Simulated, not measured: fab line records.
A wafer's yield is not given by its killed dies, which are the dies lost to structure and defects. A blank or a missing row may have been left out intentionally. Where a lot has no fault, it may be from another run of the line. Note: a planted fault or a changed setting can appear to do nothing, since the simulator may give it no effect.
What tool caused it? -- flow nand_harc -- 7 lots with 21 wafers sampled at 4 steps, on a route of 1302 steps

## WHAT THE GAUGES SHOWED, per wafer
NHARC_END_SORT_01.
lot,measured,on,killed_short
L294,day 28 05:19,prober-01,3 0 2
L296,day 29 17:35,prober-01,1 1 3
L308,day 34 00:38,prober-01,3 4 1

## WHAT TOOL EACH LOT RAN ON (gives the tool, then ch and the chambers of the sampled wafers, and finally the start)
lot,NHARC_P_M0_DEGAS_28,NHARC_P_M0_PRE_CLEAN_31,NHARC_P_M1_EXPOSE_06
L287,"pvd_sputter-03, day 7 02:26","pecvd-02 ch 0,2, day 7 04:10","arfi_scanner-03 ch 0, day 7 05:22"
L294,"pvd_sputter-02, day 9 23:00","pecvd-02 ch 0,1,2, day 10 00:39","arfi_scanner-03 ch 0, day 10 01:49"
L296,"pvd_sputter-03, day 10 18:10","pecvd-04 ch 1,2, day 10 20:11","arfi_scanner-01 ch 0, day 10 21:21"
L299,"pvd_sputter-02, day 12 10:58","pecvd-01 ch 0,2, day 12 12:35","arfi_scanner-01 ch 0, day 12 13:46"
L302,"pvd_sputter-01, day 13 11:07","pecvd-01 ch 0,1,2, day 13 12:44","arfi_scanner-02 ch 0, day 13 13:47"
L305,"pvd_sputter-01, day 14 05:58","pecvd-02 ch 0,1,2, day 14 07:37","arfi_scanner-01 ch 0, day 14 08:46"
L308,"pvd_sputter-02, day 15 20:44","pecvd-01 ch 0,1,2, day 15 22:34","arfi_scanner-01 ch 0, day 15 23:44"
- NHARC_P_M0_DEGAS_28: time 60 s.
- NHARC_P_M0_PRE_CLEAN_31: time 12 s.
- NHARC_P_M1_EXPOSE_06: exposes mask P M1, target cd 130 nm.

## THE ANSWER, worked out from the rows above alone
Rule: the usual values come from the lots themselves. The widest of any qualifying gaps counts: lots, ordered by their means at a reading, are off when they make up no more than a third of the lots, leave a main group of 4 or more, and stand apart from it by 3 or more times the standard deviation of that group's means. Not used: any main group whose means are identical at the precision the tables above print for the reading. Also off: a lot with no number at a reading for which 4 or more lots have one. The other lots that the step has rows for count as sound.
No lot is off at any reading shown: from this, nothing can be told.

## WHAT THE SIMULATOR PUT IN
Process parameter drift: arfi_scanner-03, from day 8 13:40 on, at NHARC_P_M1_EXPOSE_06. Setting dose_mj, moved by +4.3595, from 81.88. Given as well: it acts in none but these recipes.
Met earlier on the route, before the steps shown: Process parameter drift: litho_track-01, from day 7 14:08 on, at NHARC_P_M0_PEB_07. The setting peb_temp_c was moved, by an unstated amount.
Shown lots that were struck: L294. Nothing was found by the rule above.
